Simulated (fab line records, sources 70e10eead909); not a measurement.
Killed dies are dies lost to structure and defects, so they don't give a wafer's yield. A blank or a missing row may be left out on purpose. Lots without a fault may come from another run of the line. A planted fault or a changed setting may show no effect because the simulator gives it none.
A struck lot beside a sound one | flow nand_harc | 14 steps out of a route of 1302
Sound: wafers L622.1, L622.3, L622.6. Struck: wafer L642.4. (L642.5, L642.6 of the same lot were not struck and are left out.) The cause comes at the end.
At each step with rows: each side's tool, then ch and its chambers, then its first start. Under that, the readings that differ: sound wafers | struck wafers | difference of the means | sigmas: that difference in standard deviations of wafers without a fault.
alike: readings whose means differ by less than 2 such deviations, and words and numbers that are the same on both sides. not compared: withheld readings, readings that some wafer has no value for, bounds like >300 that may hide the same value, and numbers for which the record gives no deviation and whose values overlap.
The two part at a step that has a row with sigmas, a row that says differs or no value, or rows on one side only. Numbers that don't overlap but have no deviation are shown without sigmas and don't part them. A reading that every wafer of one side lacks parts them only if that side has two wafers or more.

NHARC_A_ZERO_WELL_INSPECT_17:
  sound on defect_inspect-02, day 7 13:09; struck on defect_inspect-02, day 16 06:49
  alike: raw_defect_count
then, 3 steps without rows for these wafers: NHARC_A_SOURCE_PLATE_PRECLEAN_00 (cleans in HF-LAST, time 60 s); NHARC_A_SOURCE_PLATE_SRD_01; NHARC_A_SOURCE_PLATE_OXIDE_02 (material SiO2, target thk 10 nm, ox time 1362 s).
NHARC_A_SOURCE_PLATE_THK_MEAS_09: measures by ellipsometry.
  sound on film_metro-01, day 7 20:26; struck on film_metro-01, day 16 16:11
  alike: thk_nm
then, 3 steps without rows for these wafers: NHARC_A_SOURCE_PLATE_PVD_04 (deposits WSi2, target thk 50 nm); NHARC_A_SOURCE_PLATE_CVD_03 (deposits poly-Si, target thk 200 nm, time 4000 s); NHARC_A_SOURCE_PLATE_ANNEAL_05 (time 1800 s).
NHARC_A_SOURCE_PLATE_THK_MEAS_06: measures by ellipsometry.
  sound on film_metro-01, day 8 09:27; struck on film_metro-02, day 17 05:49
  alike: thk_nm
NHARC_A_SOURCE_PLATE_INSPECT_08:
  sound on defect_inspect-01, day 8 09:31; struck on defect_inspect-01, day 17 05:53
  alike: raw_defect_count
NHARC_A_ONON_D1_DEP_00: target thk 1000 nm.
  sound on pecvd_onon-02 ch 0, day 8 09:35; struck on pecvd_onon-04 ch 0, day 17 06:08
NHARC_A_ONON_D1_THK_MEAS_02: measures by ellipsometry.
  sound on film_metro-01, day 8 10:05; struck on film_metro-02, day 17 06:28
  reading     | sound          | struck | difference | sigmas
  thk_nm (nm) | 1003 1003 1005 | 1046   | +42        | +4
then, 2 steps without rows for these wafers: NHARC_A_ONON_D1_DEP_03 (target thk 1000 nm); NHARC_END_SORT_01.

WHERE THEY PART
Only at NHARC_A_ONON_D1_THK_MEAS_02, within this record.

WHY: what the simulator had put in
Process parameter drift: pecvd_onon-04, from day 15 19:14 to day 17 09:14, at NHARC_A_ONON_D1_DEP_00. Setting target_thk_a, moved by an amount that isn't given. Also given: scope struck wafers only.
